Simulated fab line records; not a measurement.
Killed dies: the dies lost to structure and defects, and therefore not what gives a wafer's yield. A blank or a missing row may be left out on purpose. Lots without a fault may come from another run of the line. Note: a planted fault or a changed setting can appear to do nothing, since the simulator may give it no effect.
The tool behind it: which one? + flow n5 finfet + Sampling: 10 lots, 29 wafers, 6 of 1938 route steps

== WHAT EACH GAUGE READ, for each wafer ==
N5_WELL_APT_INSPECT_27: inspects for defects (macro).
| lot  | measured    | on                | raw defect count |
|------|-------------|-------------------|------------------|
| L653 | day 1 15:59 | defect inspect-01 | 4 3 1            |
| L654 | day 1 21:08 | defect inspect-01 | 3 4 3            |
| L655 | day 2 02:54 | defect inspect-01 | 2 2 3            |
| L657 | day 2 15:18 | defect inspect-01 | 7 4 1            |
| L662 | day 3 21:03 | defect inspect-02 | 2 3 2            |
| L664 | day 4 09:01 | defect inspect-02 | 1 3 0            |
| L665 | day 4 17:56 | defect inspect-01 | 3 0 4            |
| L671 | day 6 02:58 | defect inspect-02 | 1 3 1            |
| L674 | day 6 21:01 | defect inspect-02 | 1 2              |
| L675 | day 7 03:07 | defect inspect-01 | 0 1 0            |

N5_WELL_APT_INSPECT_38: inspects for defects (darkfield).
| lot  | measured    | on                | raw defect count |
|------|-------------|-------------------|------------------|
| L653 | day 1 18:16 | defect inspect-02 | 9 10 9           |
| L654 | day 1 23:05 | defect inspect-02 | 10 10 11         |
| L655 | day 2 04:41 | defect inspect-02 | 12 16 7          |
| L657 | day 2 16:58 | defect inspect-02 | 9 7 10           |
| L662 | day 3 22:43 | defect inspect-02 | 14 17 20         |
| L664 | day 4 11:51 | defect inspect-02 | 11 5 16          |
| L665 | day 4 20:41 | defect inspect-02 | 16 15 11         |
| L671 | day 6 04:40 | defect inspect-02 | 16 12 9          |
| L674 | day 6 23:10 | defect inspect-02 | 17 18            |
| L675 | day 7 04:49 | defect inspect-01 | 15 11 16         |

N5_PMOS_HMC_CHANNEL_EPI_OVL_MEAS_10.
| lot  | measured    | on         | PMOS_HMC_BLK_OVL (nm) |
|------|-------------|------------|-----------------------|
| L653 | day 1 18:44 | overlay-02 | -0.1 0.2 0.4          |
| L654 | day 1 23:33 | overlay-02 | -0.2 -0.4 -0.2        |
| L655 | day 2 05:10 | overlay-01 | -0.9 -1.0 -1.3        |
| L657 | day 2 17:26 | overlay-02 | -0.3 -1.2 0.2         |
| L662 | day 3 23:11 | overlay-02 | 0.5 0.4 -0.2          |
| L664 | day 4 12:12 | overlay-02 | 57.5 57.2 56.1        |
| L665 | day 4 21:11 | overlay-01 | -0.3 -1.7 -0.7        |
| L671 | day 6 05:08 | overlay-02 | 58.5 59.6 58.5        |
| L674 | day 6 23:38 | overlay-01 | -1.7 -0.5             |
| L675 | day 7 05:17 | overlay-02 | -0.7 -0.4 0.1         |

N5_PMOS_HMC_CHANNEL_EPI_INSPECT_11: inspects for defects (macro).
| lot  | measured    | on                | raw defect count |
|------|-------------|-------------------|------------------|
| L653 | day 1 18:46 | defect inspect-01 | 3 2 2            |
| L654 | day 1 23:34 | defect inspect-01 | 0 0 3            |
| L655 | day 2 05:11 | defect inspect-01 | 1 4 4            |
| L657 | day 2 17:28 | defect inspect-01 | 1 1 2            |
| L662 | day 3 23:13 | defect inspect-01 | 0 4 4            |
| L664 | day 4 12:13 | defect inspect-01 | 1 2 2            |
| L665 | day 4 21:12 | defect inspect-02 | 3 1 2            |
| L671 | day 6 05:10 | defect inspect-01 | 2 4 0            |
| L674 | day 6 23:40 | defect inspect-02 | 1 2              |
| L675 | day 7 05:19 | defect inspect-02 | 1 0 1            |

N5_BEOL_M4_RC_MEAS_101.
| lot  | measured     | on        | DIBL_N (mV/V)  | DIBL_P (mV/V)  | IOFF_N (nA/um) | IOFF_P (nA/um) | ION_N (uA/um) | ION_P (uA/um) | SS_N (mV/dec)  | SS_P (mV/dec)  | VT_N (mV)   | VT_P (mV)      |
|------|--------------|-----------|----------------|----------------|----------------|----------------|---------------|---------------|----------------|----------------|-------------|----------------|
| L653 | day 8 03:11  | prober-02 | 36.6 37.2 39.9 | 38.2 38.7 40.6 | 0.15 0.17 0.22 | 0.21 0.21 0.24 | 675 677 694   | 463 462 465   | 72.2 71.7 72.0 | 74.0 73.7 74.3 | 249 247 244 | -253 -252 -250 |
| L654 | day 7 23:35  | prober-02 | 35.3 39.2 34.3 | 34.8 39.8 33.7 | 0.16 0.24 0.13 | 0.19 0.28 0.18 | 679 696 673   | 465 470 456   | 71.8 72.5 71.5 | 73.6 74.4 72.1 | 246 243 251 | -251 -245 -254 |
| L655 | day 8 08:12  | prober-01 | 34.9 33.9 35.2 | 32.6 32.0 33.4 | 0.12 0.12 0.12 | 0.14 0.14 0.16 | 657 679 667   | 449 461 458   | 71.3 71.2 72.2 | 72.2 71.5 72.7 | 255 252 252 | -257 -254 -254 |
| L657 | day 9 02:04  | prober-01 | 36.2 36.6 36.1 | 35.0 36.3 35.0 | 0.17 0.18 0.16 | 0.23 0.25 0.24 | 682 670 667   | 467 465 464   | 72.2 71.1 71.3 | 73.1 73.9 74.1 | 249 248 251 | -249 -244 -244 |
| L662 | day 11 00:33 | prober-01 | 37.2 35.9 39.3 | 35.5 34.6 39.4 | 0.14 0.13 0.20 | 0.16 0.15 0.22 | 685 672 696   | 457 448 471   | 71.5 70.8 72.7 | 72.6 72.3 73.3 | 251 253 247 | -257 -257 -256 |
| L664 | day 10 20:01 | prober-02 | 32.9 34.6 35.7 | 34.8 36.6 38.1 | 0.12 0.14 0.16 | 0.17 0.19 0.21 | 679 674 683   | 470 462 466   | 70.5 70.4 71.0 | 72.2 72.8 73.8 | 253 253 252 | -253 -251 -252 |
| L665 | day 11 07:14 | prober-02 | 38.8 34.0 37.5 | 39.5 34.5 38.3 | 0.22 0.14 0.20 | 0.29 0.21 0.27 | 700 680 692   | 477 470 481   | 72.2 70.5 72.0 | 73.8 72.9 73.9 | 244 250 248 | -246 -247 -247 |
| L671 | day 12 18:06 | prober-01 | 38.9 36.7 36.8 | 39.7 36.8 36.7 | 0.17 0.14 0.15 | 0.22 0.18 0.19 | 672 672 663   | 453 453 451   | 71.4 71.7 70.7 | 73.8 72.7 72.7 | 251 252 248 | -253 -253 -253 |
| L674 | day 13 20:05 | prober-01 | 33.8 36.4      | 33.1 36.4      | 0.12 0.17      | 0.17 0.22      | 663 692       | 462 474       | 70.7 71.4      | 72.3 73.4      | 251 245     | -253 -247      |
| L675 | day 14 03:27 | prober-01 | 38.0 35.9 34.6 | 39.9 36.3 34.2 | 0.19 0.15 0.13 | 0.26 0.20 0.17 | 672 660 675   | 464 453 457   | 71.5 71.2 71.2 | 73.8 73.0 72.9 | 249 252 250 | -245 -250 -249 |

== WHAT TOOL EACH LOT RAN ON (gives the tool, then ch and the chambers of the sampled wafers, and finally the start) ==
| lot  | N5_PMOS_HMC_CHANNEL_EPI_EXPOSE_06 |
|------|-----------------------------------|
| L653 | arfi scanner-02 ch 0, day 1 18:35 |
| L654 | arfi scanner-03 ch 0, day 1 23:23 |
| L655 | arfi scanner-02 ch 0, day 2 05:00 |
| L657 | arfi scanner-03 ch 0, day 2 17:17 |
| L662 | arfi scanner-03 ch 0, day 3 23:02 |
| L664 | arfi scanner-03 ch 0, day 4 12:02 |
| L665 | arfi scanner-01 ch 0, day 4 21:02 |
| L671 | arfi scanner-03 ch 0, day 6 04:59 |
| L674 | arfi scanner-01 ch 0, day 6 23:29 |
| L675 | arfi scanner-02 ch 0, day 7 05:08 |
- N5_PMOS_HMC_CHANNEL_EPI_EXPOSE_06: exposes mask PMOS HMC BLK, target cd 240 nm.

== AS READ BY THE TOOLS THEMSELVES (means over the sampled wafers that have a number; for cases with no such wafer, the mark the record gives instead) ==
The record holds no such reading with a usual standard deviation.

== THE ANSWER, worked out from the rows above alone ==
Rule: the lots themselves supply what counts as usual. Put in order of their means at a reading, lots are off if they are a third of the lots or fewer, leave a main group of 4 or more, and stand apart from it by a gap of 3 or more times the standard deviation of the main group's means; of several such gaps the widest counts. The tables above print the reading to a certain number of digits; a main group whose means all agree to those digits is not used. Also off: a lot with no number at a reading for which 4 or more lots have one. All remaining lots with rows at the step are treated as sound. First the gauges in route order, then the tools' own readings, where a lot's mean is used as printed above. At the first step where some lot is off, the reading lying furthest off is the one used; lots without a number count as furthest.
Off: L664, L671, at N5_PMOS_HMC_CHANNEL_EPI_OVL_MEAS_10 (PMOS_HMC_BLK_OVL). Mean -0.5 nm and standard deviation 0.49 in the main group.
A tool fits if, at a process step before that reading, it ran every lot that is off, and no sound lot after the first of them. Gauges at N5_PMOS_HMC_CHANNEL_EPI_OVL_MEAS_10: tried the same way as those tools. One fits: arfi scanner-03 at N5_PMOS_HMC_CHANNEL_EPI_EXPOSE_06. A fault onset in the window from L662 (day 3 23:02, its last sound lot) to L664 (day 4 12:02, its first lot off) fits.

== WHAT THE SIMULATOR HAD PUT IN ==
Scanner matching overlay: arfi scanner-03, from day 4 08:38 on, at N5_PMOS_HMC_CHANNEL_EPI_EXPOSE_06. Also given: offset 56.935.
Shown lots that were struck: L664, L671. Same finding as the rule above.
